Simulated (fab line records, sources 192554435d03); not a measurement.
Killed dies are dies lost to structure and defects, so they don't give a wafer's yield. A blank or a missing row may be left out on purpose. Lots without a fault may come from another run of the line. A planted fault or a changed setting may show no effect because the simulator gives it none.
One fault seen from 2 desks | flow n5_finfet | each desk has only its own numbers; what lay behind them comes last

THE TOOL OWNER'S DESK: ald_metal-03
The tool's own readings at N5_BEOL_M4_ALD_84 (deposits TaN, pulse time 2 s, purge time 3 s, co reactant purge time 2 s): means of the sampled wafers that have a number, for each lot that ran on this tool. A lot is out of limits, marked OUT, if its mean lies more than 4 standard deviations from the usual mean; the brackets give that distance.
Columns: A = heater_power_w at N5_BEOL_M4_ALD_84, usual 414 W; B = susceptor_temp_C at N5_BEOL_M4_ALD_84, usual 274.99 C
lot  | first seen here | A   | B
L135 | day 8 09:20     | 391 | 274.95
L136 | day 9 02:05     | 417 | 275.15
L145 | day 11 05:34    | 442 | 275.11
L148 | day 12 04:26    | 443 | 274.96
This desk's finding: nothing out of limits on any of the 4 lots.

THE METROLOGY DESK
What the gauges read, lot by lot, whatever tool the lot ran on: means of the sampled wafers that have a number. A lot is out of limits, marked OUT, if its mean lies more than 4 standard deviations from the usual mean; the brackets give that distance.
Columns: A = trench_depth_nm at N5_BEOL_M4_OCD_MEAS_38, usual 55.2 nm; B = cd_nm at N5_BEOL_M4_CD_MEAS_35, usual 18.0 nm; C = M4_THK at N5_BEOL_M4_THK_MEAS_53, usual 40.5 nm; D = M4_RS at N5_BEOL_M4_RS_MEAS_58, usual 0.68 ohm/sq
lot  | first seen here | A    | B    | C    | D
L134 | day 8 08:56     | 55.3 | 18.5 | 40.1 | 0.69
L135 | day 8 08:59     | 55.8 | 17.9 | 42.1 | 0.64
L136 | day 9 01:11     | 56.8 | 18.1 | 41.4 | 0.66
L139 | day 9 09:34     | 55.9 | 18.0 | 43.3 | 0.62
L145 | day 11 04:58    | 55.6 | 17.8 | 41.4 | 0.67
L148 | day 12 03:38    | 56.1 | 18.2 | 43.3 | 0.62
This desk's finding: nothing out of limits on any of the 6 lots.

PUT TOGETHER
The tool owner's desk saw nothing out of limits.
The metrology desk saw nothing out of limits.

WHAT THE SIMULATOR HAD PUT IN
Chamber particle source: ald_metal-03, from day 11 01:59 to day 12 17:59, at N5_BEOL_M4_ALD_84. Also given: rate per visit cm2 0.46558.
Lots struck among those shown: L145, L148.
